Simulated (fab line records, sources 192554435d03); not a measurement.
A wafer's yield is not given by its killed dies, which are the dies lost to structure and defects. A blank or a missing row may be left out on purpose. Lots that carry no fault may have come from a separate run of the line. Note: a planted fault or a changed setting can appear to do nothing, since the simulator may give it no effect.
fab line records    flow n5-finfet    part 2 of 2: steps 27 to 31 of 31
record: lots: 5  wafers: 15  last-day: 18
route steps=1938 shown SDB@375 DUMMY_REMOVAL@377 HKMG_FIN@385
lots that met no fault: taken from a fault-free run of the same line
start-h: the number of hours between the record's first day and the start of the first shown wafer of the lot    wait-h: hours from the lot's prior step to this one    " same as the row above    L1.1+2: one row covering several wafers at once    - value missing, or start not given    * or withheld: withheld    < > ~ a bound
route shown NAME@n: a module of which the file shows steps, and the number in the route of the first    usual: average and standard deviation across the fault-free wafers    same: alike in all rows    chamber/n: place in a boat    sites: each site's reading    _std_site: standard deviation across them    _edge_site: outer sites' mean less inner sites'    radius-mm: for every site, how far away it sits from the centre of the wafer    mask NAME#n: copy n    behind: the last tool/chamber to shape the wafer    hold: why the lot went on hold/how many hours it stayed there/how the hold came to an end    device: names the non-switching transistor (n, p or np)    end of line: the tests these same wafers got at the end of their route    for a step that has no rows: nothing shown but its recipe    killed: the dies lost at the first sort to structure and to defects; this is not the yield of the wafer    map: dies across one wafer; x = killed, . = not, _ = none there
set.NAME: setting as actually run; set.NAME@STEP: the setting as run at that earlier step    model.NAME: the simulator's own value behind a step, which no gauge read
lots seen at some steps along the route; tables by step, rows by wafer
services: the hour from which a tool's chamber was out of use, counted from the record's first day as start-h (under 0 if before that day), plus the number of hours and why
== steps ==
step: N5_HKMG_FIN_DESCUM_53
recipe: chemistry: O2  time-s: 7.9  source-power-w: 50  bias-power-w: 20  pressure-mtorr: 20  rf-frequency-hz: 2.712e+07  temp-c: 40  resist: CAR-ArF  o2-flow-sccm: 225
usual: bias-power-w: 20.00/0.058  drypump-motor-current-A: 5.8/0.34  oes-product-au: 0.79/0.096  rf-vpp-V: 243.2/1.5  showerhead-plenum-p-Torr: 2.10/0.08  throttle-valve-pct: 20.45/0.2
lot.wafer  tool         chamber  start-h  wait-h  bias-power-w  drypump-motor-current-A  oes-product-au  rf-hours-counter-h  rf-vpp-V  showerhead-plenum-p-Torr  throttle-valve-pct
L082.1     rie-diel-05  2        126.81   0.0     19.95         5.8                      0.96            9                   242.0     2.04                      20.60
L082.3     "            0        "        "       20.12         5.8                      0.75            172                 243.1     2.06                      20.21
L082.5     "            1        "        "       20.01         5.9                      0.91            -                   242.5     2.16                      20.24
L091.1     rie-diel-01  2        173.65   0.0     20.02         6.2                      0.97            12                  243.5     2.12                      20.27
L091.3     "            1        "        "       19.99         5.9                      0.79            108                 246.1     2.22                      20.45
L091.5     "            1        "        "       20.10         5.9                      0.79            -                   244.6     2.22                      20.44
L092.1     rie-diel-01  2        180.46   0.0     19.91         6.2                      0.96            16                  243.6     2.12                      20.28
L092.3     "            0        "        "       20.05         6.2                      0.77            126                 242.0     2.08                      20.39
L092.4     "            0        "        "       20.11         6.2                      0.78            -                   242.1     2.08                      20.40
L093.1     rie-diel-03  0        188.16   1.1     20.09         5.6                      0.70            198                 244.0     2.16                      20.84
L093.2     "            2        "        "       20.06         5.7                      0.76            170                 243.3     2.00                      20.38
L093.6     "            0        "        "       20.04         5.5                      0.71            -                   244.0     2.16                      20.83
L097.2     rie-diel-03  3        213.19   0.3     20.04         5.6                      0.83            76                  243.4     2.12                      20.32
L097.3     "            2        "        "       19.99         5.7                      0.74            179                 240.9     2.00                      20.37
L097.6     "            1        "        "       20.05         5.4                      0.69            -                   240.8     1.97                      20.59
step: N5_HKMG_FIN_ETCH_54
recipe: chemistry: CF4  target: SiARC  target-depth-a: 455  mask-material: CAR-ArF  time-s: 75.8  ion-energy-ev: 80  pressure-mtorr: 40  source-w: 545  bias-w: 36  Ar_flow_sccm: 100  cf4-flow-sccm: 100  ends: cleared
usual: bias-w: 36.01/0.11  drypump-motor-current-A: 5.8/0.34  etch-rf-on-time-s: 74.2/2.3  mfc-ar-sccm: 100.00/0.27  oes-product-au: 0.69/0.083  rf-vpp-V: 184.2/1.1  showerhead-plenum-p-Torr: 2.15/0.068  throttle-valve-pct: 15.68/0.25
lot.wafer  tool         chamber  start-h  wait-h  bias-w  drypump-motor-current-A  etch-rf-on-time-s  mfc-ar-sccm  oes-product-au  rf-hours-counter-h  rf-vpp-V  showerhead-plenum-p-Torr  throttle-valve-pct
L082.1     rie-diel-05  2        126.84   0.0     36.08   5.8                      71.4               99.96        0.83            9                   182.9     2.12                      15.83
L082.3     "            0        "        "       35.91   5.8                      76.5               99.64        0.63            172                 184.5     2.11                      15.52
L082.5     "            1        "        "       35.92   5.8                      74.8               99.49        0.76            -                   185.4     2.21                      15.40
L091.1     rie-diel-01  2        173.68   0.0     35.79   6.2                      72.7               99.92        0.83            12                  186.9     2.20                      15.54
L091.3     "            1        "        "       36.08   6.0                      78.1               99.85        0.67            108                 185.9     2.22                      15.38
L091.5     "            1        "        "       36.03   6.0                      77.3               99.94        0.66            -                   184.6     2.22                      15.38
L092.1     rie-diel-01  2        180.50   0.0     35.98   6.2                      72.6               100.08       0.83            16                  183.6     2.20                      15.55
L092.3     "            0        "        "       35.96   6.2                      72.7               99.93        0.68            126                 184.3     2.17                      15.82
L092.4     "            0        "        "       36.11   6.2                      72.6               100.35       0.69            -                   184.4     2.17                      15.81
L093.1     rie-diel-03  0        188.19   0.0     35.95   5.6                      72.8               99.94        0.61            198                 185.5     2.20                      16.03
L093.2     "            2        "        "       36.10   5.7                      74.1               100.27       0.64            170                 183.5     2.06                      15.65
L093.6     "            0        "        "       36.05   5.6                      72.5               99.68        0.61            -                   185.9     2.20                      16.02
L097.2     rie-diel-03  3        213.23   0.0     36.08   5.6                      70.4               99.99        0.72            76                  185.0     2.17                      15.48
L097.3     "            2        "        "       35.96   5.7                      74.7               100.06       0.63            179                 184.2     2.06                      15.68
L097.6     "            1        "        "       36.11   5.4                      72.7               100.13       0.61            -                   182.4     2.04                      15.93
step: N5_HKMG_FIN_ETCH_55
recipe: chemistry: N2/H2  target: SOC  target-depth-a: 2400  temp-c: 40  time-s: 300  ion-energy-ev: 200  mask-material: SiARC  pressure-mtorr: 30  source-w: 840  bias-w: 150  n2-flow-sccm: 200  h2-flow-sccm: 200
usual: bias-w: 150.0/0.42  drypump-motor-current-A: 5.8/0.35  oes-product-au: 0.81/0.1  rf-vpp-V: 524.2/2.4  showerhead-plenum-p-Torr: 2.54/0.085  throttle-valve-pct: 17.84/0.29
lot.wafer  tool         chamber  start-h  wait-h  bias-w  drypump-motor-current-A  oes-product-au  rf-hours-counter-h  rf-vpp-V  showerhead-plenum-p-Torr  throttle-valve-pct
L082.1     rie-diel-05  2        126.90   0.0     150.0   5.9                      0.98            9                   523.2     2.52                      18.29
L082.3     "            0        "        "       149.8   5.8                      0.75            172                 523.7     2.53                      17.77
L082.5     "            1        "        "       149.5   5.8                      0.90            -                   526.1     2.57                      17.32
L091.1     rie-diel-01  2        173.74   0.0     150.3   6.2                      0.99            12                  525.5     2.59                      17.70
L091.3     "            1        "        "       150.2   5.9                      0.78            108                 527.5     2.66                      17.64
L091.5     "            1        "        "       150.0   5.9                      0.78            -                   527.4     2.66                      17.63
L092.1     rie-diel-01  2        180.55   0.0     149.4   6.2                      0.97            16                  524.6     2.58                      17.70
L092.3     "            0        "        "       149.4   6.2                      0.80            126                 524.7     2.54                      17.83
L092.4     "            0        "        "       150.2   6.2                      0.81            -                   523.8     2.53                      17.82
L093.1     rie-diel-03  0        188.25   0.0     150.9   5.6                      0.71            198                 528.3     2.62                      18.21
L093.2     "            2        "        "       149.9   5.7                      0.75            170                 521.6     2.44                      17.92
L093.6     "            0        "        "       150.5   5.6                      0.71            -                   526.6     2.62                      18.22
L097.2     rie-diel-03  3        213.28   0.0     151.2   5.6                      0.85            76                  524.5     2.57                      17.69
L097.3     "            2        "        "       149.7   5.7                      0.74            179                 520.5     2.43                      17.94
L097.6     "            1        "        "       149.5   5.4                      0.71            -                   519.5     2.37                      17.89
step: N5_HKMG_FIN_STRIP_56
recipe: chemistry: N2/H2  temp-c: 40  n2-flow-sccm: 200  h2-flow-sccm: 200  rf-frequency-hz: 6e+07
lot.wafer   tool         chamber  start-h  wait-h
L082.1+3+5  rie-diel-05  2,0,1    127.08   0.1
L091.1+3+5  rie-diel-01  2,1,1    173.92   0.1
L092.1+3+4  rie-diel-01  2,0,0    180.73   0.1
L093.1+2+6  rie-diel-03  0,2,0    188.43   0.1
L097.2+3+6  rie-diel-03  3,2,1    213.46   0.1
step: N5_HKMG_FIN_STRIP_57
recipe: chemistry: CF4  resist: SiARC  power-w: 300  bias-power-w: 75  pressure-mtorr: 50  cf4-flow-sccm: 150  rf-frequency-hz: 6e+07
usual: bias-power-w: 74.96/0.25  drypump-motor-current-A: 5.8/0.34  oes-product-au: 0.79/0.087  rf-vpp-V: 271.4/1.6  showerhead-plenum-p-Torr: 1.80/0.053  throttle-valve-pct: 13.64/0.27
lot.wafer  tool         chamber  start-h  wait-h  bias-power-w  drypump-motor-current-A  oes-product-au  rf-hours-counter-h  rf-vpp-V  showerhead-plenum-p-Torr  throttle-valve-pct
L082.1     rie-diel-05  2        127.09   0.0     75.29         5.9                      0.94            9                   270.8     1.79                      13.77
L082.3     "            0        "        "       74.82         5.8                      0.74            172                 270.0     1.77                      13.55
L082.5     "            1        "        "       74.61         5.8                      0.87            -                   272.0     1.85                      13.33
L091.1     rie-diel-01  2        173.93   0.0     74.99         6.2                      0.94            13                  272.8     1.82                      13.38
L091.3     "            1        "        "       74.66         5.9                      0.79            108                 272.5     1.85                      13.34
L091.5     "            1        "        "       75.06         5.9                      0.78            -                   273.4     1.85                      13.35
L092.1     rie-diel-01  2        180.74   0.0     75.10         6.2                      0.93            16                  271.2     1.82                      13.39
L092.3     "            0        "        "       74.85         6.2                      0.78            127                 272.6     1.82                      13.77
L092.4     "            0        "        "       75.08         6.2                      0.77            -                   272.1     1.82                      13.77
L093.1     rie-diel-03  0        188.44   0.0     74.73         5.6                      0.69            199                 272.9     1.85                      14.04
L093.2     "            2        "        "       74.92         5.7                      0.73            170                 269.0     1.73                      13.62
L093.6     "            0        "        "       74.94         5.5                      0.69            -                   273.0     1.85                      14.03
L097.2     rie-diel-03  3        213.47   0.0     74.89         5.6                      0.80            76                  271.3     1.81                      13.41
L097.3     "            2        "        "       75.07         5.7                      0.73            179                 268.7     1.73                      13.65
L097.6     "            1        "        "       75.08         5.4                      0.70            -                   269.7     1.70                      13.92
== services ==
tool              chamber  start-h  hours  kind
arfi-scanner-03   -        104.87   0.8    pm
rie-diel-04       2        109.23   1.6    repair
arfi-scanner-01   -        123.79   1.3    pm
arfi-scanner-03   -        127.17   4.9    pm
rie-diel-01       2        134.57   -      clean
rie-diel-01       2        134.57   -      consumable-replace:esc
arfi-scanner-01   -        137.52   3.1    pm
rie-diel-04       0        138.95   5.4    repair
rie-diel-01       -        141.22   1.0    repair
rie-diel-05       -        143.37   14.6   pm
arfi-scanner-02   -        144.56   1.3    pm
arfi-scanner-02   -        148.11   2.1    repair
rie-diel-03       3        149.91   2.5    repair
arfi-scanner-01   -        151.51   0.8    pm
arfi-scanner-03   -        161.68   1.3    pm
remote-plasma-02  -        168.94   0.4    repair
arfi-scanner-01   -        173.36   1.0    pm
rie-diel-02       1        177.11   5.9    repair
rie-diel-05       -        180.40   15.6   pm
arfi-scanner-02   -        183.21   0.8    pm
arfi-scanner-01   -        183.46   5.6    repair
rie-diel-02       3        191.84   6.5    repair
rie-diel-04       2        198.53   2.8    repair
arfi-scanner-03   -        209.83   3.1    pm
